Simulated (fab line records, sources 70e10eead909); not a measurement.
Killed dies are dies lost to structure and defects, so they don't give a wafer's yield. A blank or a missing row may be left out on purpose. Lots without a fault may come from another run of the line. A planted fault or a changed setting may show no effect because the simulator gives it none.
fab line records | flow nand_harc | part 2 of 2: steps 21 to 29 of 29
record lots=5 wafers=15 last_day=32
route steps=1302 shown P_CONTACT@222
lots that met no fault: from a run of the same line without faults
start_h: hours from the record's first day to the start of the lot's first wafer shown | wait_h: hours since the lot's step before | " the same as in the row above | L1.1+2: a row that stands for several wafers | - no value, or no start given | * or withheld: withheld | < > ~ a bound
route shown NAME@n: a module of which the file shows steps, and the number in the route of the first | usual: mean/standard deviation of fault-free wafers | same: alike in all rows | chamber/n: place in a boat | sites: the reading at each site | _std_site: their standard deviation | _edge_site: outer sites' mean less inner sites' | radius_mm: how far each site lies from the wafer's centre | mask NAME#n: copy n | behind: the tool/chamber that last shaped the wafer | hold: why the lot was held/for how many hours/how that ended | device: the transistor (n, p or np) that didn't switch | end of line: the same wafers' tests at the end of the route | a step without rows: its recipe alone | killed: dies lost to structure and defects at the first sort, not the wafer's yield | map: a wafer's dies, x killed, . not, _ none there
set.NAME: the setting as run; set.NAME@STEP: as run at that earlier step | model.NAME: the simulator's own value behind a step, which no gauge read
lots at some steps of the route; a table a step, a row a wafer
services: from which hour (start_h, from the record's first day; less than 0 if before it) a tool's chamber was out of use, for how many hours, and why
## steps
# step NHARC_P_CONTACT_STRIP_28
# recipe o2_flow_sccm=500 ar_flow_sccm=0 bias_w=0 chemistry=O2
# usual chamber_pressure_mTorr=60.00/0.058 drypump_motor_current_A=5.5/0.48 o2_flow_sccm=500.1/1.4 oes_product_au=0.998/0.011 rf_vpp_V=57.7/0.82 showerhead_plenum_p_Torr=3.47/0.15 throttle_valve_pct=17.037/0.0087
# columns lot.wafer tool chamber start_h wait_h chamber_pressure_mTorr drypump_motor_current_A o2_flow_sccm oes_product_au rf_hours_counter_h rf_vpp_V showerhead_plenum_p_Torr throttle_valve_pct
L075.2 rie_diel-06 2 103.68 0.1 60.00 5.9 498.5 1.006 7.7 57.8 3.71 17.049
L075.4 " 0 " " 59.99 5.6 498.4 0.999 7.5 57.6 3.44 17.025
L075.1 " 1 " " 59.89 5.8 500.4 0.996 7.0 58.5 3.54 17.028
L077.2 rie_diel-06 0 152.32 0.1 59.96 5.5 501.1 1.012 1.0 58.2 3.44 17.042
L077.1 " 1 " " 60.01 5.8 503.5 0.987 1.1 57.2 3.54 17.054
L077.6 " 1 " " 59.95 5.8 502.1 0.999 - 57.7 3.54 17.040
L083.4 rie_diel-11 3 192.59 0.1 59.97 4.7 499.8 0.990 4.5 58.7 3.31 17.031
L083.3 " 0 " " 59.98 5.4 501.4 1.014 4.5 59.5 3.74 17.044
L083.5 " 1 " " 60.18 5.8 500.8 0.985 - 58.0 3.63 17.028
L093.1 rie_diel-06 1 292.50 0.1 59.87 5.8 497.8 0.996 0.0 57.3 3.53 17.033
L093.5 " 0 " " 60.09 5.5 501.0 0.988 - 57.5 3.43 17.033
L093.6 " 1 " " 60.04 5.7 497.4 1.011 - 57.2 3.53 17.027
L095.1 rie_diel-11 0 309.90 0.1 59.96 5.4 498.3 0.990 1.5 58.1 3.73 17.037
L095.3 " 2 " " 60.02 4.7 500.0 0.981 1.4 56.6 3.31 17.026
L095.6 " 0 " " 59.96 5.4 500.6 0.992 - 57.4 3.73 17.034
# step NHARC_P_CONTACT_STRIP_29
# recipe time_s=1200 temp_c=72.5 chemistry=post_etch_residue_remover
# columns lot.wafer tool chamber start_h wait_h
L075.1+2+4 wet_bench-04 2,3,7 103.86 -
L077.6+2+1 wet_bench-09 0,2,3 152.52 0.1
L083.5+4+3 wet_bench-04 2,3,5 192.75 -
L093.1+5+6 wet_bench-04 6,0,1 292.69 -
L095.1+3+6 wet_bench-09 4,6,1 310.07 -
# step NHARC_P_CONTACT_DEGAS_38
# recipe temp_c=300 time_s=60
# usual heater_power_w=440/46
# columns lot.wafer tool chamber start_h wait_h heater_power_w
L075.2 pvd_sputter-03 - 104.32 - 423
L075.4 " - " " 416
L075.1 " - " " 423
L077.2 pvd_sputter-01 - 152.98 - 390
L077.1 " - " " 507
L077.6 " - " " 399
L083.3 pvd_sputter-02 - 193.20 - 412
L083.4 " - " " 561
L083.5 " - " " 518
L093.1 pvd_sputter-02 - 293.13 - 544
L093.6 " - " " 423
L093.5 " - " " 416
L095.1 pvd_sputter-02 - 310.52 - 433
L095.3 " - " " 421
L095.6 " - " " 420
# step NHARC_P_CONTACT_PRE_CLEAN_39
# recipe time_s=19.5 bias_v=250 gas=Ar
# usual bias_v=249.8/2.4
# columns lot.wafer tool chamber start_h wait_h bias_v
L075.2 pvd_sputter-03 - - - 250.1
L075.4 " - " " 255.6
L075.1 " - " " 247.0
L077.2 pvd_sputter-01 - - - 248.3
L077.1 " - " " 251.2
L077.6 " - " " 248.5
L083.4 pvd_sputter-02 - - - 247.1
L083.3 " - " " 252.9
L083.5 " - " " 249.9
L093.1 pvd_sputter-02 - - - 249.5
L093.5 " - " " 254.6
L093.6 " - " " 249.1
L095.1 pvd_sputter-02 - - - 251.0
L095.3 " - " " 249.0
L095.6 " - " " 250.9
# step NHARC_P_CONTACT_PVD_32
# recipe target_thk_a=50 chamber_pressure_pa=5 power_w=5000 substrate_temp_c=200 time_s=17.7 material=Ti
# usual throttle_valve_pct=30.6/1.2
# columns lot.wafer tool chamber start_h wait_h throttle_valve_pct
L075.1 pvd_sputter-03 - - - 30.7
L075.2 " - " " 28.5
L075.4 " - " " 32.0
L077.2 pvd_sputter-01 - - - 29.1
L077.1 " - " " 31.3
L077.6 " - " " 32.5
L083.3 pvd_sputter-02 - - - 29.1
L083.4 " - " " 31.3
L083.5 " - " " 29.2
L093.1 pvd_sputter-02 - - - 31.4
L093.6 " - " " 29.9
L093.5 " - " " 29.1
L095.1 pvd_sputter-02 - - - 31.0
L095.3 " - " " 30.0
L095.6 " - " " 29.0
# step NHARC_P_CONTACT_ALD_22
# recipe target_thk_a=30 pulse_time_s=1 ald_cycles=150 temp_c=450 material=TiN
# usual heater_power_w=1091/91 precursor_pulse_height_rel=1.000/0.02
# columns lot.wafer tool chamber start_h wait_h heater_power_w precursor_pulse_height_rel
L075.2 ald_metal-01 3 104.57 - 936 1.034
L075.4 " 0 " " 1222 1.008
L075.1 " 2 " " 995 0.979
L077.1 ald_metal-03 2 153.20 - 1205 1.008
L077.2 " 1 " " 1152 0.982
L077.6 " 3 " " 922 1.009
L083.3 ald_metal-04 2 193.47 - 1154 1.042
L083.4 " 3 " " 1162 0.990
L083.5 " 0 " " 959 1.005
L093.1 ald_metal-01 1 293.42 - 1125 0.990
L093.5 " 2 " " 1151 1.020
L093.6 " 3 " " 1011 1.013
L095.1 ald_metal-03 2 310.76 - 1133 0.997
L095.3 " 0 " " 1081 1.011
L095.6 " 2 " " 1159 0.999
# step NHARC_P_CONTACT_CVD_23
# recipe target_thk_a=2000 temp_c=300 pressure_torr=40 wf6_flow_sccm=40 h2_flow_sccm=1600 ar_flow_sccm=1560 time_s=557 material=W
# usual heater_power_w=434/24 throttle_valve_pct=7.86/0.26
# columns lot.wafer tool chamber start_h wait_h heater_power_w throttle_valve_pct
L075.1 cvd_w-01 0 - - 449 8.07
L075.2 " 1 " " 447 7.73
L075.4 " 1 " " 451 7.90
L077.2 cvd_w-02 0 - - 391 8.14
L077.1 " 1 " " 443 7.61
L077.6 " 0 " " 383 7.99
L083.4 cvd_w-01 0 - - 456 7.63
L083.3 " 1 " " 452 7.46
L083.5 " 1 " " 446 7.59
L093.1 cvd_w-01 1 - - 439 7.46
L093.5 " 0 " " 441 7.68
L093.6 " 1 " " 444 7.85
L095.1 cvd_w-01 1 - - 452 7.42
L095.3 " 1 " " 449 7.53
L095.6 " 0 " " 457 7.34
# step NHARC_P_CONTACT_CMP_24
# recipe t_overpolish_s=30 target_thk_nm=200
# usual motor_current_A=11.8/1.5 overpolish_run_s=30.000/0.0086 time_to_endpoint_s=39.2/2.8
# columns lot.wafer tool chamber start_h wait_h motor_current_A overpolish_run_s time_to_endpoint_s
L075.2 cmp-01 1 105.42 0.5 11.7 29.999 36.6
L075.1 " 2 " " 11.1 29.984 37.7
L075.4 " 3 " " 14.7 30.004 39.1
L077.2 cmp-04 3 154.06 0.6 14.7 30.004 37.6
L077.1 " 1 " " 12.6 30.002 40.9
L077.6 " 0 " " 11.0 29.991 45.1
L083.4 cmp-02 3 194.34 0.4 11.3 29.986 40.8
L083.3 " 0 " " 13.0 30.006 36.3
L083.5 " 2 " " 11.6 30.009 39.8
L093.1 cmp-01 3 294.26 0.5 14.5 29.996 41.8
L093.6 " 1 " " 11.3 29.988 37.6
L093.5 " 2 " " 11.2 29.983 40.4
L095.1 cmp-04 2 311.62 0.6 9.8 30.001 38.8
L095.3 " 3 " " 14.5 29.994 31.8
L095.6 " 3 " " 14.6 30.000 34.6
# step NHARC_P_CONTACT_SRD_26
# columns lot.wafer tool chamber start_h wait_h
L075.2+4+1 wet_bench-05 6,7,0 105.75 0.0
L077.1+6+2 wet_bench-04 1,2,6 154.38 0.0
L083.4+3+5 wet_bench-09 5,6,0 194.63 0.0
L093.5+6+1 wet_bench-04 7,0,2 294.53 0.0
L095.3+1+6 wet_bench-05 5,6,7 311.94 0.0
## services
# columns tool chamber start_h hours kind
rie_diel-13 0 79.17 17.7 repair
pvd_sputter-02 - 80.00 10.0 pm
rie_diel-11 1 102.09 15.4 repair
rie_diel-06 - 106.21 9.0 pm
rie_diel-13 2 115.05 26.7 repair
litho_track-01 - 131.00 7.0 pm
rie_diel-13 1 134.60 12.6 repair
rie_diel-13 0 135.15 6.4 repair
rie_diel-13 - 141.24 9.0 pm
rie_diel-06 3 145.58 8.7 repair
litho_track-06 - 155.00 7.0 pm
cvd_w-01 - 161.00 13.0 pm
litho_track-04 - 179.00 7.0 pm
rie_diel-06 2 184.35 9.2 repair
rie_diel-13 3 184.41 8.0 repair
pvd_sputter-02 - 201.45 2.2 repair
wet_bench-04 - 203.20 8.0 pm
rie_diel-13 3 223.34 2.5 repair
rie_diel-11 - 231.50 9.0 pm
rie_diel-11 2 256.34 10.3 repair
pvd_sputter-02 - 258.00 10.0 pm
rie_diel-06 - 283.21 9.0 pm
rie_diel-11 - 296.29 0.6 repair
litho_track-01 - 306.00 7.0 pm
